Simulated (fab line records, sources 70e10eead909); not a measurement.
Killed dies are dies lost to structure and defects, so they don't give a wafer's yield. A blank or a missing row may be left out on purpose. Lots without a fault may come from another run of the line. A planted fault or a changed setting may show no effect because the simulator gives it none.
fab line records | flow nand_harc
record lots=12 wafers=36 last_day=24
route steps=1159 shown P_CONTACT@219 END@1159
lots that met no fault: from a run of the same line without faults
start_h: hours from the record's first day to the start of the lot's first wafer shown | wait_h: hours since the lot's step before | " the same as in the row above | L1.1+2: a row that stands for several wafers | - no value, or no start given | * or withheld: withheld | < > ~ a bound
route shown NAME@n: a module of which the file shows steps, and the number in the route of the first | usual: mean/standard deviation of fault-free wafers | same: alike in all rows | chamber/n: place in a boat | sites: the reading at each site | _std_site: their standard deviation | _edge_site: outer sites' mean less inner sites' | radius_mm: how far each site lies from the wafer's centre | mask NAME#n: copy n | behind: the tool/chamber that last shaped the wafer | hold: why the lot was held/for how many hours/how that ended | device: the transistor (n, p or np) that didn't switch | end of line: the same wafers' tests at the end of the route | a step without rows: its recipe alone | killed: dies lost to structure and defects at the first sort, not the wafer's yield | map: a wafer's dies, x killed, . not, _ none there
set.NAME: the setting as run; set.NAME@STEP: as run at that earlier step | model.NAME: the simulator's own value behind a step, which no gauge read
steps of the route over a sample of lots; a table a step, a row a wafer
services: from which hour (start_h, from the record's first day; less than 0 if before it) a tool's chamber was out of use, for how many hours, and why
## steps
# step NHARC_P_CONTACT_CMP_01
# recipe target_thk_nm=200 material=SiO2
# usual motor_current_A=12.0/0.92
# columns lot.wafer tool chamber start_h wait_h motor_current_A
L173.2 cmp-01 1 103.50 - 10.5
L173.4 " 2 " " 10.9
L173.6 " 0 " " 10.9
L174.1 cmp-02 0 117.52 - 13.4
L174.3 " 1 " " 11.6
L174.6 " 0 " " 13.3
L175.2 cmp-02 0 118.56 - 13.0
L175.3 " 1 " " 11.8
L175.5 " 2 " " 11.6
L177.3 cmp-03 0 131.69 - 11.8
L177.6 " 3 " " 12.1
L177.5 " 0 " " 11.1
L178.3 cmp-02 1 142.88 - 12.0
L178.1 " 2 " " 11.5
L178.2 " 3 " " 13.0
L180.4 cmp-01 1 147.53 - 11.8
L180.5 " 0 " " 11.5
L180.6 " 1 " " 10.8
L179.1 cmp-01 0 148.57 - 11.8
L179.5 " 1 " " 11.3
L179.6 " 2 " " 11.1
L185.1 cmp-01 1 190.81 - 10.8
L185.3 " 2 " " 11.4
L185.5 " 1 " " 11.5
L187.3 cmp-02 0 202.51 - 13.3
L187.1 " 3 " " 12.3
L187.6 " 0 " " 13.6
L195.4 cmp-02 1 237.93 - 11.6
L195.1 " 2 " " 11.7
L195.3 " 3 " " 12.6
L194.2 cmp-01 3 238.41 - 12.4
L194.4 " 0 " " 11.6
L194.3 " 2 " " 10.9
L196.2 cmp-02 3 244.73 - 12.1
L196.3 " 2 " " 12.5
L196.6 " 3 " " 12.0
# step NHARC_P_CONTACT_ETCH_31
# recipe target_depth_a=300 time_s=85.7 ion_energy_ev=120 over_etch_frac=1 ch3f_flow_sccm=50 o2_flow_sccm=30 ar_flow_sccm=200 rf_w=500 bias_w=100 chemistry=CH3F/O2
# usual drypump_motor_current_A=5.9/0.43 oes_product_au=0.978/0.011 rf_vpp_V=244.2/1.8 showerhead_plenum_p_Torr=2.46/0.11 throttle_valve_pct=20.662/0.0091
# same over_etch_frac=1
# columns lot.wafer tool chamber start_h wait_h drypump_motor_current_A oes_product_au rf_hours_counter_h rf_vpp_V showerhead_plenum_p_Torr throttle_valve_pct
L173.2 rie_diel-05 0 - - 5.8 0.982 10 243.6 2.42 20.643
L173.4 " 2 " " 6.1 0.986 10 244.4 2.49 20.666
L173.6 " 0 " " 5.8 0.969 - 244.6 2.42 20.673
L174.3 rie_diel-05 0 - - 5.8 0.970 12 243.8 2.42 20.673
L174.1 " 1 " " 5.9 0.958 12 242.5 2.30 20.650
L174.6 " 3 " " 6.3 0.967 - 244.2 2.55 20.669
L175.3 rie_diel-13 1 - - 5.8 0.967 2 247.1 2.57 20.659
L175.2 " 2 " " 5.6 0.994 2 242.5 2.32 20.685
L175.5 " 1 " " 5.8 0.962 - 245.7 2.57 20.668
L177.3 rie_diel-05 0 - - 5.8 0.995 14 243.2 2.42 20.653
L177.5 " 3 " " 6.4 0.980 - 245.7 2.55 20.672
L177.6 " 0 " " 5.8 0.990 - 243.8 2.42 20.664
L178.3 rie_diel-13 3 - - 5.2 0.974 4 242.7 2.41 20.651
L178.2 " 0 " " 6.5 0.983 4 245.3 2.63 20.663
L178.1 " 2 " " 5.6 0.987 5 242.3 2.32 20.667
L180.5 rie_diel-13 2 - - 5.6 0.964 - 241.8 2.32 20.673
L180.6 " 3 " " 5.2 0.966 - 242.5 2.41 20.652
L180.4 " 0 " " 6.5 0.982 - 247.4 2.63 20.661
L179.1 rie_diel-05 0 - - 5.8 0.983 16 243.5 2.42 20.660
L179.6 " 0 " " 5.8 0.983 - 244.6 2.42 20.659
L179.5 " 1 " " 5.9 0.986 - 239.7 2.30 20.666
L185.3 rie_diel-13 3 - - 5.2 0.979 9 243.5 2.41 20.662
L185.1 " 0 " " 6.5 0.997 9 247.8 2.63 20.665
L185.5 " 0 " " 6.5 0.990 - 245.9 2.63 20.671
L187.1 rie_diel-05 0 - - 5.8 0.986 2 244.1 2.41 20.661
L187.3 " 1 " " 5.9 0.967 1 242.0 2.30 20.656
L187.6 " 0 " " 5.8 0.978 - 244.7 2.41 20.661
L195.1 rie_diel-05 2 - - 6.2 1.000 6 244.9 2.48 20.661
L195.3 " 3 " " 6.3 0.990 6 244.9 2.54 20.654
L195.4 " 1 " " 5.9 0.987 5 242.6 2.30 20.669
L194.3 rie_diel-13 3 - - 5.2 0.973 15 240.9 2.41 20.661
L194.2 " 1 " " 5.7 0.996 11 247.0 2.57 20.664
L194.4 " 2 " " 5.6 0.980 16 243.2 2.32 20.670
L196.2 rie_diel-13 2 - - 5.6 0.981 17 242.5 2.32 20.654
L196.3 " 0 " " 6.5 0.970 15 245.5 2.63 20.639
L196.6 " 3 " " 5.2 0.975 - 243.9 2.41 20.653
# step NHARC_P_CONTACT_STRIP_28
# recipe o2_flow_sccm=500 ar_flow_sccm=0 bias_w=0 chemistry=O2
# usual drypump_motor_current_A=6.0/0.35 oes_product_au=1.000/0.0065 rf_vpp_V=57.8/0.93 showerhead_plenum_p_Torr=3.50/0.14 throttle_valve_pct=17.038/0.0092
# columns lot.wafer tool chamber start_h wait_h drypump_motor_current_A oes_product_au rf_hours_counter_h rf_vpp_V showerhead_plenum_p_Torr throttle_valve_pct
L173.2 rie_diel-05 2 105.49 0.1 6.2 1.002 10 58.3 3.57 17.034
L173.4 " 3 " " 6.4 0.999 9 59.0 3.65 17.029
L173.6 " 3 " " 6.4 0.998 - 59.7 3.65 17.047
L174.3 rie_diel-05 3 119.49 0.1 6.4 1.009 11 57.7 3.65 17.032
L174.1 " 0 " " 5.8 1.004 12 56.9 3.47 17.031
L174.6 " 3 " " 6.3 0.997 - 58.8 3.65 17.046
L175.2 rie_diel-05 2 120.39 0.1 6.2 1.002 12 57.4 3.57 17.032
L175.3 " 0 " " 5.8 0.994 12 59.4 3.47 17.042
L175.5 " 2 " " 6.2 0.990 - 58.1 3.57 17.036
L177.3 rie_diel-05 2 133.70 0.1 6.2 1.007 13 58.5 3.57 17.037
L177.6 " 3 " " 6.4 0.997 - 58.6 3.65 17.053
L177.5 " 0 " " 5.8 1.003 - 57.7 3.47 17.043
L178.2 rie_diel-05 0 144.99 0.1 5.8 1.005 15 59.8 3.47 17.038
L178.3 " 2 " " 6.2 1.004 13 57.8 3.57 17.038
L178.1 " 3 " " 6.4 1.000 14 57.4 3.65 17.046
L180.4 rie_diel-13 2 149.95 0.1 5.6 1.002 - 57.7 3.34 17.023
L180.5 " 3 " " 5.2 1.006 - 58.9 3.46 17.040
L180.6 " 0 " " 6.5 1.004 - 57.8 3.77 17.022
L179.1 rie_diel-13 3 150.70 0.1 5.2 0.998 6 57.5 3.46 17.047
L179.6 " 3 " " 5.2 1.000 - 57.8 3.46 17.050
L179.5 " 2 " " 5.6 1.003 - 57.1 3.34 17.048
L185.1 rie_diel-05 1 192.77 0.1 6.0 0.986 1 57.7 3.31 17.037
L185.3 " 0 " " 5.8 1.000 1 57.5 3.47 17.037
L185.5 " 2 " " 6.2 1.005 - 57.9 3.57 17.046
L187.1 rie_diel-05 0 204.48 0.1 5.8 0.997 2 57.0 3.47 17.047
L187.3 " 1 " " 5.9 1.008 1 58.1 3.30 17.037
L187.6 " 1 " " 5.9 0.999 - 56.7 3.30 17.028
L195.3 rie_diel-05 2 239.97 0.1 6.2 1.012 6 58.6 3.56 17.032
L195.4 " 0 " " 5.8 0.997 6 57.2 3.47 17.037
L195.1 " 1 " " 5.9 1.004 5 57.9 3.30 17.041
L194.3 rie_diel-13 3 240.37 0.1 5.1 1.004 15 57.7 3.45 17.040
L194.2 " 0 " " 6.5 1.007 14 59.8 3.76 17.045
L194.4 " 1 " " 5.8 0.999 11 57.3 3.68 17.045
L196.2 rie_diel-05 0 246.60 0.1 5.8 0.992 7 59.3 3.47 17.039
L196.3 " 1 " " 5.9 1.002 6 58.1 3.30 17.047
L196.6 " 2 " " 6.2 1.004 - 57.8 3.56 17.030
# step NHARC_P_CONTACT_CMP_24
# recipe t_overpolish_s=30 target_thk_nm=200
# usual motor_current_A=12.0/1 overpolish_run_s=29.999/0.0093 time_to_endpoint_s=39.5/2.6
# columns lot.wafer tool chamber start_h wait_h motor_current_A overpolish_run_s time_to_endpoint_s
L173.2 cmp-03 2 107.27 0.6 13.7 29.998 33.5
L173.4 " 0 " " 11.1 29.986 35.5
L173.6 " 2 " " 13.8 29.983 33.7
L174.3 cmp-02 3 124.63 0.3 12.0 30.003 41.4
L174.1 " 1 " " 11.4 29.994 39.8
L174.6 " 0 " " 12.9 30.007 38.6
L175.3 cmp-03 0 125.20 0.3 11.4 29.980 41.9
L175.2 " 1 " " 11.9 30.003 40.9
L175.5 " 2 " " 13.8 30.009 40.7
L177.3 cmp-03 3 140.91 0.4 11.4 29.994 38.1
L177.6 " 1 " " 11.2 30.016 38.6
L177.5 " 2 " " 13.8 30.014 38.0
L178.1 cmp-01 1 146.73 0.6 10.6 29.997 37.4
L178.2 " 2 " " 10.9 29.988 36.6
L178.3 " 3 " " 13.7 30.028 38.3
L180.4 cmp-03 1 151.73 0.3 11.0 30.004 37.9
L180.5 " 3 " " 12.1 29.998 37.2
L180.6 " 0 " " 11.7 29.987 37.6
L179.1 cmp-02 0 152.50 0.6 13.3 29.999 42.5
L179.6 " 0 " " 13.1 29.999 41.6
L179.5 " 1 " " 11.7 30.005 40.2
L185.3 cmp-03 1 198.16 0.4 11.0 8.631 81.4
L185.1 " 3 " " 11.6 10.286 79.9
L185.5 " 0 " " 10.9 11.700 77.9
L187.1 cmp-03 0 212.47 0.5 11.6 9.186 81.5
L187.3 " 1 " " 11.3 8.673 81.7
L187.6 " 2 " " 13.3 12.531 77.9
L195.1 cmp-02 2 243.78 0.5 12.4 29.999 38.4
L195.4 " 3 " " 12.7 30.006 39.6
L195.3 " 0 " " 13.1 29.978 38.1
L194.4 cmp-01 2 244.32 0.3 10.5 29.995 36.7
L194.3 " 3 " " 13.3 29.984 39.0
L194.2 " 0 " " 11.3 29.988 36.9
L196.2 cmp-02 1 248.68 0.6 11.4 30.009 44.7
L196.3 " 0 " " 14.3 29.984 42.5
L196.6 " 1 " " 11.6 30.004 44.9
# step NHARC_END_SORT_01
# recipe temp_c=25
# usual killed_at_array=29/11 killed_at_other=0.6/0.92 killed_at_periphery=3.2/2 killed_dies=33/11 killed_open=3.2/2 killed_short=1.9/1.5
# same gross_dies=677
# columns lot.wafer tool chamber start_h wait_h killed_at_array killed_at_other killed_at_periphery killed_dies killed_open killed_short
L173.2 prober-01 0 439.01 2.8 18 0 3 21 3 4
L173.4 prober-01 0 440.61 3.4 15 0 5 20 3 0
L173.6 prober-01 0 442.21 4.0 15 2 3 20 2 3
L175.2 prober-02 0 460.25 2.8 19 0 2 21 1 1
L175.3 prober-02 0 461.03 3.1 23 0 3 26 3 1
L175.5 prober-02 0 462.61 3.7 22 0 0 22 4 3
L185.1 prober-02 0 510.80 2.5 26 0 5 31 6 1
L185.3 prober-02 0 512.39 3.1 25 0 2 27 1 3
L185.5 prober-02 0 513.99 3.7 28 0 4 32 1 1
L187.1 prober-01 0 527.10 2.5 13 0 3 16 5 2
L187.3 prober-01 0 528.70 3.1 18 1 1 20 6 2
L187.6 prober-01 0 531.10 4.0 11 1 0 12 4 0
# killed by level:class
L173.2 A_CONTACT:chamber_film_flake=6 A_SLIT:chamber_film_flake=5 A_SOURCE_PLATE:geometric_particle:open=2 P_ZERO_WELL:chamber_film_flake=2 P_M2:geometric_particle:short=1 A_SGD_CUT:geometric_particle:short=1 A_WL_FILL:geometric_particle:short=1 A_CONTACT:geometric_particle:open=1
L173.4 A_SLIT:chamber_film_flake=6 P_GATE:geometric_particle:open=2 A_STAIRCASE:chamber_film_flake=2 A_SGD_CUT:chamber_film_flake=2 A_CONTACT:chamber_film_flake=2 A_BLC:geometric_particle:open=1 P_ZERO_WELL:chamber_film_flake=1 P_STI:chamber_film_flake=1
L173.6 A_SLIT:chamber_film_flake=5 A_CONTACT:chamber_film_flake=4 P_ZERO_WELL:chamber_film_flake=2 A_CHANNEL_HOLE_D1:chamber_film_flake=2 A_ONON_D1:geometric_particle:short=1 A_WL_FILL:geometric_particle:short=1 A_CONTACT:geometric_particle:open=1 A_M0:geometric_particle:open=1
L175.2 A_CHANNEL_HOLE_D1:chamber_film_flake=13 P_STI:chamber_film_flake=2 A_STAIRCASE:chamber_film_flake=2 A_BLC:geometric_particle:open=1 A_M0:geometric_particle:short=1 A_SLIT:chamber_film_flake=1 A_CONTACT:chamber_film_flake=1
L175.3 A_CHANNEL_HOLE_D1:chamber_film_flake=11 A_STAIRCASE:chamber_film_flake=4 P_STI:chamber_film_flake=3 A_CONTACT:geometric_particle:open=2 A_ZERO_WELL:chamber_film_flake=2 A_BLC:geometric_particle:short=1 A_M1:geometric_particle:open=1 A_WL_FILL:chamber_film_flake=1
L175.5 A_CHANNEL_HOLE_D1:chamber_film_flake=11 A_CONTACT:geometric_particle:open=2 A_CONTACT:chamber_film_flake=2 A_ONON_D1:geometric_particle:short=1 A_CONTACT:geometric_particle:short=1 A_BLC:geometric_particle:open=1 A_M0:geometric_particle:open=1 A_M1:geometric_particle:short=1
L185.1 A_SLIT:chamber_film_flake=9 A_CONTACT:chamber_film_flake=6 A_CHANNEL_HOLE_D1:chamber_film_flake=5 A_CONTACT:geometric_particle:open=2 A_WL_FILL:chamber_film_flake=2 P_STI:geometric_particle:open=1 P_STI:geometric_particle:short=1 P_GATE:geometric_particle:open=1
L185.3 A_SLIT:chamber_film_flake=9 A_CHANNEL_HOLE_D1:chamber_film_flake=4 A_CONTACT:chamber_film_flake=4 A_STAIRCASE:chamber_film_flake=3 A_WL_FILL:geometric_particle:short=2 A_CHANNEL_FILL_D1:geometric_particle:open=1 A_CHANNEL_FILL_D1:geometric_particle:short=1 P_ZERO_WELL:chamber_film_flake=1
L185.5 A_SLIT:chamber_film_flake=11 A_CONTACT:chamber_film_flake=6 A_CHANNEL_HOLE_D1:chamber_film_flake=5 A_STAIRCASE:chamber_film_flake=4 P_ZERO_WELL:chamber_film_flake=2 P_M0:geometric_particle:short=1 A_CHANNEL_FILL_D1:geometric_particle:open=1 P_GATE:chamber_film_flake=1
L187.1 A_CONTACT:chamber_film_flake=4 A_STAIRCASE:chamber_film_flake=3 A_CHANNEL_HOLE_D1:geometric_particle:short=2 P_M0:geometric_particle:open=1 A_CHANNEL_FILL_D1:geometric_particle:open=1 A_WL_FILL:geometric_particle:open=1 A_CONTACT:geometric_particle:open=1 A_BLC:geometric_particle:open=1
L187.3 A_CHANNEL_HOLE_D1:chamber_film_flake=5 A_CONTACT:chamber_film_flake=4 A_WL_FILL:geometric_particle:open=2 A_STAIRCASE:chamber_film_flake=2 A_ONON_D1:geometric_particle:short=1 A_ONON_D1:geometric_particle:open=1 A_CHANNEL_FILL_D1:geometric_particle:short=1 A_CHANNEL_FILL_D1:geometric_particle:open=1
L187.6 A_CHANNEL_HOLE_D1:chamber_film_flake=3 A_CHANNEL_FILL_D1:geometric_particle:open=2 A_STAIRCASE:chamber_film_flake=2 A_CONTACT:chamber_film_flake=2 A_SGD_CUT:geometric_particle:open=1 STARTING-WAFER:geometric_particle:open=1 A_WL_FILL:chamber_film_flake=1
## services
# columns tool chamber start_h hours kind
cmp-03 - 79.54 1.9 repair
cmp-01 - 81.53 4.0 pm
cmp-01 - 92.30 3.3 repair
rie_diel-13 - 99.03 9.0 pm
cmp-02 - 120.78 0.9 repair
rie_diel-13 1 121.69 32.1 repair
cmp-02 - 128.62 4.0 pm
rie_diel-05 2 135.39 7.6 repair
cmp-03 - 144.40 4.6 repair
cmp-03 - 156.00 4.0 pm
rie_diel-05 - 163.60 9.0 pm
rie_diel-05 1 176.99 9.2 repair
cmp-01 - 179.53 4.0 pm
cmp-02 - 180.92 0.7 repair
rie_diel-05 2 182.17 5.1 repair
cmp-03 - 188.12 2.5 repair
cmp-01 - 200.08 2.4 repair
cmp-02 - 217.90 1.2 repair
cmp-01 - 218.23 1.0 repair
cmp-01 - 222.95 3.0 repair
cmp-02 - 226.62 4.0 pm
rie_diel-05 3 242.26 20.0 repair
cmp-03 - 244.09 1.8 repair
rie_diel-05 2 247.84 5.2 repair
## key
first_sign step=NHARC_P_CONTACT_CMP_24 reading=overpolish_run_s direction=down sigmas=99+ usual=29.999 struck=10.168
effect step=NHARC_P_CONTACT_CMP_24 reading=time_to_endpoint_s direction=up sigmas=16 usual=* struck=*
met_at NHARC_P_CONTACT_CMP_24
struck_lots L185,L187
tester_left_out L185,L187
not_acting_at NHARC_P_CONTACT_CMP_01,NHARC_P_CONTACT_ETCH_31,NHARC_P_CONTACT_STRIP_28
onset_between 151.73 198.16
fault kind=process_parameter_drift tool=cmp-03 chamber=- onset_h=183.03 steps=NHARC_P_CONTACT_CMP_24 channel=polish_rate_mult offset=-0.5 shape=step end_h=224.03
# tester_left_out: of these lots the tester's yield and bins aren't shown, on N5 and GAA mostly nor the transistor test; their killed dies are dies lost to structure and defects alone, not to doping, threshold or leakage, so they don't give the yield
